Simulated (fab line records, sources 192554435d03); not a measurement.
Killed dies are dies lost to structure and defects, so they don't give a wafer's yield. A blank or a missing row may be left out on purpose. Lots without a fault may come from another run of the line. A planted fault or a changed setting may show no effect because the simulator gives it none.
A struck lot beside a sound one | flow n5_finfet | 15 steps out of a route of 1938
Sound: wafers L564.1, L564.3, L564.6. Struck: wafer L571.4. (L571.1 of the same lot was not struck and is left out.) The cause comes at the end.
At each step with rows: each side's tool, then ch and its chambers, then its first start. Under that, the readings that differ: sound wafers | struck wafers | difference of the means | sigmas: that difference in standard deviations of wafers without a fault.
alike: readings whose means differ by less than 2 such deviations, and words and numbers that are the same on both sides. not compared: withheld readings, readings that some wafer has no value for, bounds like >300 that may hide the same value, and numbers for which the record gives no deviation and whose values overlap.
The two part at a step that has a row with sigmas, a row that says differs or no value, or rows on one side only. Numbers that don't overlap but have no deviation are shown without sigmas and don't part them. A reading that every wafer of one side lacks parts them only if that side has two wafers or more.

first, 4 steps without rows for these wafers: N5_BEOL_M6_SOFTBAKE_06 (time 60 s); N5_BEOL_M6_EXPOSE_08 (exposes mask M6); N5_BEOL_M6_PEB_09 (peb time 60 s); N5_BEOL_M6_DEVELOP_10 (develop time 30 s).
N5_BEOL_M6_CD_MEAS_11: target cd 38.5 nm.
  sound on cd_sem-03 ch 0, day 10 07:32; struck on cd_sem-03 ch 0, day 12 10:37
  alike: cd_nm
N5_BEOL_M6_OVL_MEAS_12:
  sound on overlay-02 ch 0, day 10 07:34; struck on overlay-02 ch 0, day 12 10:39
  alike: M6_OVL
N5_BEOL_M6_INSPECT_13: inspects for defects (brightfield).
  sound on defect_inspect-01, day 10 07:35; struck on defect_inspect-01, day 12 10:40
  alike: raw_defect_count
N5_BEOL_M6_DESCUM_16: chemistry O2, time 7.9 s.
  sound on rie_diel-06 ch 0,1, day 10 07:43; struck on rie_diel-06 ch 0, day 12 10:43
  alike: drypump_motor_current_A, o2_flow_sccm, oes_product_au, rf_vpp_V, showerhead_plenum_p_Torr, throttle_valve_pct
  not compared: rf_hours_counter_h
N5_BEOL_M6_ETCH_61: etches SiARC in CF4, target depth 45.5 nm, time 75.8 s.
  sound on rie_diel-06 ch 0,1, day 10 07:44; struck on rie_diel-06 ch 0, day 12 10:44
  alike: drypump_motor_current_A, etch_rf_on_time_s, mfc_ar_sccm, oes_product_au, rf_vpp_V, showerhead_plenum_p_Torr, throttle_valve_pct
  not compared: rf_hours_counter_h
N5_BEOL_M6_ETCH_62: etches SOC in N2/H2, target depth 110 nm, overetch 22 nm, time 165 s.
  sound on rie_diel-06 ch 0,1, day 10 07:48; struck on rie_diel-06 ch 0, day 12 10:48
  alike: drypump_motor_current_A, n2_flow_sccm, oes_product_au, rf_vpp_V, showerhead_plenum_p_Torr, throttle_valve_pct
  not compared: rf_hours_counter_h
then, 1 step without rows for these wafers: N5_BEOL_M6_STRIP_68 (strips in N2/H2).
N5_BEOL_M6_STRIP_67: strips in CF4.
  sound on rie_diel-06 ch 0,1, day 10 07:57; struck on rie_diel-06 ch 0, day 12 10:56
  alike: drypump_motor_current_A, oes_product_au, rf_vpp_V, showerhead_plenum_p_Torr, throttle_valve_pct
  not compared: rf_hours_counter_h
N5_BEOL_M6_HM_OPEN_17: chemistry Cl2/BCl3, target TiN, target depth 20 nm, overetch 6 nm.
  sound on rie_metal-02 ch 0,1, day 10 07:59; struck on rie_metal-02 ch 0, day 12 10:59
  reading                                  | sound        | struck | difference | sigmas
  model.SOC_of_BEOL_M6_COAT_59.thk_nm (nm) | 92.2 92.4 92 | 89.6   | -2.6       |
  alike: drypump_motor_current_A, mfc_ar_sccm, oes_product_au, throttle_valve_pct
  not compared: rf_hours_counter_h
N5_BEOL_M6_STRIP_19: strips in O2.
  sound on rie_diel-06 ch 0,1,3, day 10 08:06; struck on rie_diel-01 ch 2, day 12 11:06
  alike: drypump_motor_current_A, o2_flow_sccm, oes_product_au, rf_vpp_V, showerhead_plenum_p_Torr, throttle_valve_pct
  not compared: rf_hours_counter_h
-- the record jumps here: 4 days lie between the struck wafers' starts before and after (it left off in module BEOL_M6 and takes up again in module PASSIVATION, whose first step shown is number 1936 of the route) --
N5_PASSIVATION_PROBE_49:
  the record has rows for the struck wafers here (prober-02, day 16 14:11) and none for the sound ones

WHERE THEY PART
Only at N5_PASSIVATION_PROBE_49, within this record.

WHY: what the simulator had put in
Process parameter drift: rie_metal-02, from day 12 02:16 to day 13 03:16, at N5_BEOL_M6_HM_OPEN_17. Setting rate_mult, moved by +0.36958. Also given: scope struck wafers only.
